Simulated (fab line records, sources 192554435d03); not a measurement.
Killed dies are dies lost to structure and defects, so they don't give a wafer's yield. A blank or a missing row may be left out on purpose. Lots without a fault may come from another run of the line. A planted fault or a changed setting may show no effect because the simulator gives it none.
Tool commonality check | flow n5_finfet | 9 lots, 27 wafers sampled

WHY IT WAS OPENED
At N5_SD_EPI_P_EPI_MEAS_23 the reading thk_nm is flagged on 2 of 9 lots. Wafers without a fault read 60.9 nm, standard deviation 1.4.
Rule: a lot is flagged when every wafer of it that has a number lies more than 4 standard deviations from that mean, or none has a number. The other lots count as sound.

lot  | measured    | on            | thk_nm (nm), wafer by wafer | flag
L364 | day 3 11:37 | film_metro-02 | 63.1 61.9 60.7              |
L366 | day 3 21:25 | film_metro-02 | 59.0 58.0 62.6              |
L368 | day 4 13:12 | film_metro-02 | 63.5 62.1 63.9              |
L370 | day 4 22:53 | film_metro-01 | 59.6 59.9 62.5              |
L371 | day 5 05:58 | film_metro-02 | 60.2 59.2 61.3              |
L373 | day 5 15:44 | film_metro-01 | 60.2 57.9 60.3              |
L383 | day 8 06:16 | film_metro-02 | 41.3 44.3 44.4              | FLAGGED
L384 | day 8 11:14 | film_metro-02 | 42.5 43.5 45.5              | FLAGGED
L387 | day 9 05:48 | film_metro-01 | 62.3 62.8 63.2              |
The numbers of the flagged lots are 43.6 nm on average: -17.3 nm against the usual, or -12 standard deviations.

WHICH TOOL RAN EACH LOT
The record holds 2 process steps before the reading, out of a route of 1938 steps. In each cell: the tool, then ch and the chambers that the sampled wafers went through, then the start.
lot  | flag    | N5_SD_EPI_N_LINER_46             | N5_SD_EPI_P_EPI_21
L364 |         | ald_sin-02 ch 0,1, day 3 06:47   | epi_rpcvd-02 ch 0, day 3 10:08
L366 |         | ald_sin-01 ch 0,2,3, day 3 17:14 | epi_rpcvd-02 ch 0, day 3 19:13
L368 |         | ald_sin-04 ch 2,3, day 4 08:23   | epi_rpcvd-04 ch 0, day 4 11:00
L370 |         | ald_sin-02 ch 0,1,2, day 4 18:43 | epi_rpcvd-02 ch 0, day 4 20:41
L371 |         | ald_sin-02 ch 1,2,3, day 5 01:07 | epi_rpcvd-02 ch 0, day 5 03:46
L373 |         | ald_sin-02 ch 0,1,2, day 5 11:26 | epi_rpcvd-02 ch 0, day 5 13:53
L383 | FLAGGED | ald_sin-04 ch 2,3, day 8 01:47   | epi_rpcvd-02 ch 0, day 8 04:05
L384 | FLAGGED | ald_sin-04 ch 1,3, day 8 06:58   | epi_rpcvd-02 ch 0, day 8 09:24
L387 |         | ald_sin-02 ch 0,1,3, day 9 00:48 | epi_rpcvd-01 ch 0, day 9 02:53
What these steps do:
- N5_SD_EPI_N_LINER_46: material SiNx, target thk 3 nm.
- N5_SD_EPI_P_EPI_21: deposits SiGe:B, time 355 s.
- N5_SD_EPI_P_EPI_MEAS_23

FLAGGED OVER TOTAL, TOOL BY TOOL (the gauges that took the reading come last)
step                    | tool          | lots run | flagged | share of the flagged lots | sound lots run after its first flagged lot
N5_SD_EPI_N_LINER_46    | ald_sin-01    | 1        | 0       | none                      | -
N5_SD_EPI_N_LINER_46    | ald_sin-02    | 5        | 0       | none                      | -
N5_SD_EPI_N_LINER_46    | ald_sin-04    | 3        | 2       | all                       | 0
N5_SD_EPI_P_EPI_21      | epi_rpcvd-01  | 1        | 0       | none                      | -
N5_SD_EPI_P_EPI_21      | epi_rpcvd-02  | 7        | 2       | all                       | 0
N5_SD_EPI_P_EPI_21      | epi_rpcvd-04  | 1        | 0       | none                      | -
N5_SD_EPI_P_EPI_MEAS_23 | film_metro-01 | 3        | 0       | none                      | -
N5_SD_EPI_P_EPI_MEAS_23 | film_metro-02 | 6        | 2       | all                       | 0

WHAT THE TABLE ALLOWS
3 rows of the table ran every flagged lot: ald_sin-04 at N5_SD_EPI_N_LINER_46, epi_rpcvd-02 at N5_SD_EPI_P_EPI_21, film_metro-02 at N5_SD_EPI_P_EPI_MEAS_23.
- ald_sin-04 at N5_SD_EPI_N_LINER_46: 2 of its 3 lots flagged. Its last sound lot is L368 (day 4 08:23), its first flagged lot L383 (day 8 01:47): a fault that began between those two fits.
- epi_rpcvd-02 at N5_SD_EPI_P_EPI_21: 2 of its 7 lots flagged. Its last sound lot is L373 (day 5 13:53), its first flagged lot L383 (day 8 04:05): a fault that began between those two fits. Its own readings lie more than 4 standard deviations out on every wafer of the flagged lots: chamber_pressure_Torr.
- film_metro-02 at N5_SD_EPI_P_EPI_MEAS_23: 2 of its 6 lots flagged. Its last sound lot is L371 (day 5 05:58), its first flagged lot L383 (day 8 06:16): a fault that began between those two fits.
Counting lots can't tell these 3 tools apart, because each fits a fault that began at some hour. More lots, or a look at what each step does to the wafer, might.

WHAT THE SIMULATOR HAD PUT IN
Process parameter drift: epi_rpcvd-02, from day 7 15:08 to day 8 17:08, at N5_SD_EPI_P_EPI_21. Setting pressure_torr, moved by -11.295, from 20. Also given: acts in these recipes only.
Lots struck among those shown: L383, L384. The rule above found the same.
